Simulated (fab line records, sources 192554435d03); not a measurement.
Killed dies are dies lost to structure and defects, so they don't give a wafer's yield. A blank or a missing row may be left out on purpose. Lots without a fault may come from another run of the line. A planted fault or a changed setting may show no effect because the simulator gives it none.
Which tool did it? | flow n5_finfet | 11 lots, 31 wafers sampled, at 1 step of a route of 1938

WHAT THE GAUGES READ, wafer by wafer
N5_BEOL_M6_OVL_MEAS_12.
lot  | measured     | on         | M6_OVL (nm)
L324 | day 12 22:41 | overlay-02 | 0.5 -0.5 -0.9
L325 | day 13 04:32 | overlay-01 | -0.3 -0.4 -0.7
L330 | day 14 10:19 | overlay-01 | 0.0 -0.8
L333 | day 14 14:13 | overlay-02 | -0.4 -0.2
L335 | day 14 19:07 | overlay-02 | 1.2 0.5 0.0
L339 | day 16 00:15 | overlay-01 | 0.0 -0.4 -0.5
L337 | day 16 10:55 | overlay-02 | 0.0 0.8 0.9
L342 | day 16 15:11 | overlay-01 | -0.5 0.4 0.3
L344 | day 17 18:01 | overlay-01 | 0.4 1.1 0.1
L345 | day 17 18:11 | overlay-02 | -0.6 -0.4 0.8
L347 | day 18 10:11 | overlay-01 | 0.4 -0.3 0.3

WHICH TOOL RAN EACH LOT (tool, then ch and the chambers of the sampled wafers, then the start)
The record holds no process step before these readings.

WHAT THE TOOLS THEMSELVES READ (means of the sampled wafers that have a number; where no wafer has one, the mark that the record gives instead)
The record holds no such reading with a usual standard deviation.

THE ANSWER, worked out from the rows above alone
Rule: what is usual is taken from the lots themselves. Put in order of their means at a reading, lots are off if they are a third of the lots or fewer, leave a main group of 4 or more, and stand apart from it by a gap of 3 or more times the standard deviation of the main group's means; of several such gaps the widest counts. A main group whose means are all the same, to the digits that the tables above print for the reading, isn't used. A lot without any number at a reading at which 4 lots or more have one is off too. The other lots that the step has rows for count as sound. The gauges are gone through in route order, then the tools' own readings, and for those a lot's mean is taken as printed above. The first step at which some lot is off is used, and at that step the reading that is off furthest; a lot without a number counts as furthest.
No lot is off at any reading shown: from this, nothing can be told.

WHAT THE SIMULATOR HAD PUT IN
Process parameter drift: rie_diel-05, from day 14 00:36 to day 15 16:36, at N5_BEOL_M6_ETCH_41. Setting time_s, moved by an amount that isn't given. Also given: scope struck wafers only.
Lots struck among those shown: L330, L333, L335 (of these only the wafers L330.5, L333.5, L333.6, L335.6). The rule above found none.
